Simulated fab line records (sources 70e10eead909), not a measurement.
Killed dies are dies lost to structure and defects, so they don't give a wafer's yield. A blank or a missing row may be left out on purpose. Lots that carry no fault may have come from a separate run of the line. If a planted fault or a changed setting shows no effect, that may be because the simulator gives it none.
Matching of chambers :: flow nand-harc :: NHARC_P_M2_PRE_CLEAN_32 on pecvd-04: 3 sister chambers
The step time 12 s. 16 wafers are shown with their chamber, then 8 later ones without.

## WAFERS PAIRED WITH THEIR CHAMBERS
wafer: L078.2
chamber: 1
heater-power-w (W): 642

wafer: L078.4
chamber: 1
heater-power-w (W): 652

wafer: L078.6
chamber: 0
heater-power-w (W): 604

wafer: L076.1
chamber: 1
heater-power-w (W): 669

wafer: L076.4
chamber: 2
heater-power-w (W): 625

wafer: L076.6
chamber: 0
heater-power-w (W): 590

wafer: L079.3
chamber: 1
heater-power-w (W): 661

wafer: L079.4
chamber: 1
heater-power-w (W): 669

wafer: L079.5
chamber: 2
heater-power-w (W): 592

wafer: L083.3
chamber: 2
heater-power-w (W): 568

wafer: L083.4
chamber: 0
heater-power-w (W): 551

wafer: L083.5
chamber: 1
heater-power-w (W): 668

wafer: L084.1
chamber: 1
heater-power-w (W): 592

wafer: L084.4
chamber: 0
heater-power-w (W): 510

wafer: L084.5
chamber: 2
heater-power-w (W): 596

wafer: L088.2
chamber: 1
heater-power-w (W): 607

SIGNATURES (means of the wafers above)
reading: heater-power-w
chamber 0: 563.75
chamber 1: 645.00
chamber 2: 595.25
scatter within a chamber: 31.9
Rule: for a wafer and a chamber, the distance is found by dividing, reading by reading, the gap between the wafer's reading and the chamber's mean by the reading's scatter, squaring, summing and taking the root. If the next closest chamber is less than 2 further off than the closest, the wafer can't be placed; otherwise it belongs to the closest. The scatter is the square root of a quotient: the sum, over the shown wafers, of each reading's squared deviation from its chamber's mean, divided by wafers minus chambers.

## WAFERS MISSING THEIR CHAMBER
wafer: L088.4
heater-power-w (W): 578

wafer: L088.5
heater-power-w (W): 628

wafer: L090.1
heater-power-w (W): 556

wafer: L090.2
heater-power-w (W): 636

wafer: L090.5
heater-power-w (W): 553

wafer: L093.3
heater-power-w (W): 580

wafer: L093.5
heater-power-w (W): 580

wafer: L093.6
heater-power-w (W): 551

## WHICH CHAMBER EACH ONE RAN IN
wafer: L088.4
from the rows above: can't be placed: 0 or 2 or 1
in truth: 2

wafer: L088.5
from the rows above: can't be placed: 1 or 2 or 0
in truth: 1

wafer: L090.1
from the rows above: can't be placed: 0 or 2
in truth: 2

wafer: L090.2
from the rows above: can't be placed: 1 or 2 or 0
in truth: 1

wafer: L090.5
from the rows above: can't be placed: 0 or 2
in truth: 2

wafer: L093.3
from the rows above: can't be placed: 2 or 0 or 1
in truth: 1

wafer: L093.5
from the rows above: can't be placed: 2 or 0 or 1
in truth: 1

wafer: L093.6
from the rows above: can't be placed: 0 or 2
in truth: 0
Correctly placed: 0 of 8. Can't be placed from these rows: 8 (the true chamber is among the candidates in 8). Wrongly placed: 0.
